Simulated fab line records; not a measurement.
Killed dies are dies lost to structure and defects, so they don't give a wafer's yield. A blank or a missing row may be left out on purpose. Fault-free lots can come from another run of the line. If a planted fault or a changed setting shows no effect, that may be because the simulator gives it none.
8D (eight disciplines) problem report, filled in by code / flow n5-finfet / the parts of the form that need people (team, actions taken, sign-off) are left out

## 1. WHAT WENT WRONG
Wafers without a fault read 71.4 nm, standard deviation 1.1; trench-depth-nm at N5_BEOL_M5_OCD_MEAS_38 reads a mean of 10.6 nm on 2 wafers belonging to 2 lots. That puts it -55 standard deviations away from the usual mean.
First seen on wafer L277.2, day 11 09:00, on ocd-01. The record holds 22 wafers of 8 lots with a number at this step. By rule, "out" or "out of limits" means more than 4 standard deviations away from the usual mean. The rest of the wafers with a number are treated as sound.

## 2. WHAT IT IS, AND WHAT IT ISN'T
question=which readings at this step | is=trench-depth-nm | is not=-
question=which lots | is=L277, L280 | is not=L263, L267, L270, L283, L285, L286
question=which wafers of those lots | is=L277.2, L280.4 | is not=L277.3, L280.3
question=read on which gauges | is=ocd-01 | is not=ocd-02
question=when | is=from day 11 09:00 | is not=up to then (10 sound wafers); but 10 sound wafers of L280, L283, L285, L286 came after

## 3. WHAT RULES OUT EACH SUSPECT
Counting: a tool at a process step up to the reading stays a suspect if it ran every lot that is out. Sound lots after the first of them don't rule it out here, since some wafers of a struck lot are sound.
- ruled out: the gauge at N5_BEOL_M5_OCD_MEAS_38. All the wafers that are out were read on ocd-01, but those of them that N5_BEOL_M5_VIA_ETCH_34 has rows for are out there too, on other tools.
- pvd-sputter-01 at N5_BEOL_M5_HM_DEP_02 (deposits TiN, target thk 20 nm): kept. Every lot that is out went through it, the first being L277 (day 11 06:49); the last sound lot it ran before that was L267 (day 9 00:21).
Remaining after the count: pvd-sputter-01 at N5_BEOL_M5_HM_DEP_02.

## 4. THE CAUSE (what the simulator had put in)
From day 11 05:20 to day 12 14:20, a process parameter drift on pvd-sputter-01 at N5_BEOL_M5_HM_DEP_02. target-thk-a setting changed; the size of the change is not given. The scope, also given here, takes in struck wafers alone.
Only this tool survived the counting.

## 5. THE EFFECT CHAIN, in route order
Rows list readings where the struck wafers' mean (over those with a number) sits beyond 3 standard deviations from the usual. Only readings for which the record gives a usual standard deviation are gone through. hours: the time from each lot's start at the first step in this table that gives one to its start at this step, as a median over the lots. sigmas: the change in usual standard deviations.
hours=0; step=N5_BEOL_M5_VIA_ETCH_34; reading=oes-product-au; usual=0.79 a.u.; on struck wafers=0.39; change=-0.41; sigmas=-4.7
hours=0; step=N5_BEOL_M5_OCD_MEAS_38; reading=trench-depth-nm; usual=71.4 nm; on struck wafers=10.6; change=-60.9; sigmas=-55
hours=96; step=N5_PASSIVATION_PROBE_49; reading=defect-limited-yield; usual=91.1 %; on struck wafers=13.8; change=-77.3; sigmas=-55
hours=96; step=N5_PASSIVATION_PROBE_49; reading=killed_at_M4_up; usual=14; on struck wafers=950; change=+936; sigmas=+99 or more
hours=96; step=N5_PASSIVATION_PROBE_49; reading=killed-dies; usual=105; on struck wafers=1017; change=+912; sigmas=+57
hours=96; step=N5_PASSIVATION_PROBE_49; reading=killed-on-rim; usual=14; on struck wafers=124; change=+110; sigmas=+29
hours=96; step=N5_PASSIVATION_PROBE_49; reading=sort_bin_5_function; usual=5.2 %; on struck wafers=83.2; change=+78.0; sigmas=+81
hours=96; step=N5_PASSIVATION_PROBE_49; reading=sort-n-pass; usual=1075; on struck wafers=163; change=-912; sigmas=-57
hours=96; step=N5_PASSIVATION_PROBE_49; reading=sort-yield-pct; usual=91.1 %; on struck wafers=13.8; change=-77.3; sigmas=-55
Here are the process steps it includes:
- N5_BEOL_M5_VIA_ETCH_34: etches SiCOH lowk in C4F6/O2, target depth 88.3 nm, time 39.2 s.
- N5_PASSIVATION_PROBE_49
Readings that are blank on the struck wafers while sound wafers have them: cd-nm at N5_BEOL_M5_CD_MEAS_35; M5_THK at N5_BEOL_M5_THK_MEAS_53.

## 6. HOW IT WOULD HAVE BEEN CAUGHT EARLIER
In this record the first reading out of limits at a measuring or inspecting step was taken at day 11 09:00, 4 hours after the fault began at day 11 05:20.
Of the tool readings at N5_BEOL_M5_HM_DEP_02 for which the record gives a usual standard deviation, none was out on any struck wafer, so an alarm limit of 4 standard deviations on them would not have fired.
Lots out: 2; of these, L280 started N5_BEOL_M5_HM_DEP_02 on pvd-sputter-01 after day 11 09:00. A hold on the tool at that time would have spared it.
